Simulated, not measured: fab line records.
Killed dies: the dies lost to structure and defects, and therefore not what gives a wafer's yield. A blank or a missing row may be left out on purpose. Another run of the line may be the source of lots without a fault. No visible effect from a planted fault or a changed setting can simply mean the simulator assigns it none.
Matching of chambers :: flow nand harc :: NHARC_A_WL_FILL_ETCHBACK_26 on rie si-05 has 4 sister chambers
The step etches the open film in HBr, target depth 52 nm, time 13.3 s. 16 wafers are shown with their chamber, then 8 later ones without.

== EACH WAFER AND ITS CHAMBER ==
wafer: L075.2
chamber: 2
throttle valve pct (%): 23.281
oes product au (a.u.): 0.996
bias w (W): 60.22

wafer: L075.4
chamber: 3
throttle valve pct (%): 23.277
oes product au (a.u.): 0.999
bias w (W): 60.00

wafer: L075.5
chamber: 3
throttle valve pct (%): 23.258
oes product au (a.u.): 0.999
bias w (W): 60.12

wafer: L077.2
chamber: 0
throttle valve pct (%): 23.270
oes product au (a.u.): 0.999
bias w (W): 60.23

wafer: L077.4
chamber: 2
throttle valve pct (%): 23.278
oes product au (a.u.): 0.978
bias w (W): 59.71

wafer: L077.6
chamber: 0
throttle valve pct (%): 23.265
oes product au (a.u.): 1.003
bias w (W): 60.18

wafer: L078.1
chamber: 2
throttle valve pct (%): 23.263
oes product au (a.u.): 0.986
bias w (W): 60.10

wafer: L078.2
chamber: 1
throttle valve pct (%): 23.260
oes product au (a.u.): 0.984
bias w (W): 60.09

wafer: L078.4
chamber: 3
throttle valve pct (%): 23.274
oes product au (a.u.): 0.998
bias w (W): 59.79

wafer: L083.2
chamber: 2
throttle valve pct (%): 23.280
oes product au (a.u.): 0.997
bias w (W): 59.93

wafer: L083.3
chamber: 1
throttle valve pct (%): 23.269
oes product au (a.u.): 1.021
bias w (W): 59.97

wafer: L083.4
chamber: 0
throttle valve pct (%): 23.261
oes product au (a.u.): 0.997
bias w (W): 60.02

wafer: L086.1
chamber: 1
throttle valve pct (%): 23.264
oes product au (a.u.): 1.007
bias w (W): 60.02

wafer: L086.2
chamber: 2
throttle valve pct (%): 23.274
oes product au (a.u.): 0.989
bias w (W): 59.78

wafer: L086.4
chamber: 0
throttle valve pct (%): 23.263
oes product au (a.u.): 0.986
bias w (W): 59.87

wafer: L094.1
chamber: 0
throttle valve pct (%): 23.265
oes product au (a.u.): 0.981
bias w (W): 59.89

SIGNATURES, as means of the wafers listed above
reading: throttle valve pct
chamber 0: 23.26480
chamber 1: 23.26433
chamber 2: 23.27520
chamber 3: 23.26967
scatter within a chamber: 0.00651

reading: oes product au
chamber 0: 0.99320
chamber 1: 1.00400
chamber 2: 0.98920
chamber 3: 0.99867
scatter within a chamber: 0.0104

reading: bias w
chamber 0: 60.0380
chamber 1: 60.0267
chamber 2: 59.9480
chamber 3: 59.9700
scatter within a chamber: 0.171
Rule: a wafer's distance from a chamber is the root of the sum, over the readings, of the square of ((its reading less the chamber's mean) divided by the reading's scatter). The wafer belongs to the nearest chamber; if the next one is less than 2 further off, it can't be placed. How the scatter is found: for the shown wafers, subtract from each reading the mean of its chamber, square and add these, divide the total by (wafers less chambers), then take the root.

== WAFERS WITHOUT THEIR CHAMBER ==
wafer: L094.3
throttle valve pct (%): 23.272
oes product au (a.u.): 1.008
bias w (W): 59.86

wafer: L094.5
throttle valve pct (%): 23.267
oes product au (a.u.): 1.011
bias w (W): 59.66

wafer: L093.2
throttle valve pct (%): 23.271
oes product au (a.u.): 1.000
bias w (W): 60.01

wafer: L093.3
throttle valve pct (%): 23.269
oes product au (a.u.): 0.999
bias w (W): 60.02

wafer: L093.5
throttle valve pct (%): 23.274
oes product au (a.u.): 1.001
bias w (W): 60.08

wafer: L097.2
throttle valve pct (%): 23.268
oes product au (a.u.): 1.000
bias w (W): 60.17

wafer: L097.4
throttle valve pct (%): 23.257
oes product au (a.u.): 0.986
bias w (W): 59.84

wafer: L097.5
throttle valve pct (%): 23.267
oes product au (a.u.): 1.001
bias w (W): 60.06

== EACH ONE'S CHAMBER ==
wafer: L094.3
from the rows above: can't be placed: 3 or 1 or 2 or 0
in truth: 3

wafer: L094.5
from the rows above: can't be placed: 3 or 1 or 0 or 2
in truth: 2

wafer: L093.2
from the rows above: can't be placed: 3 or 1 or 0 or 2
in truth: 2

wafer: L093.3
from the rows above: can't be placed: 3 or 0 or 1 or 2
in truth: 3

wafer: L093.5
from the rows above: can't be placed: 3 or 2 or 1 or 0
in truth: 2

wafer: L097.2
from the rows above: can't be placed: 1 or 0 or 3 or 2
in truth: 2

wafer: L097.4
from the rows above: can't be placed: 0 or 1 or 3 or 2
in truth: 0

wafer: L097.5
from the rows above: can't be placed: 1 or 3 or 0 or 2
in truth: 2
Correct placement for 0 of the 8. From these rows, 8 cannot be placed; in 8 the true chamber is one of the candidates. Number placed wrongly: 0.
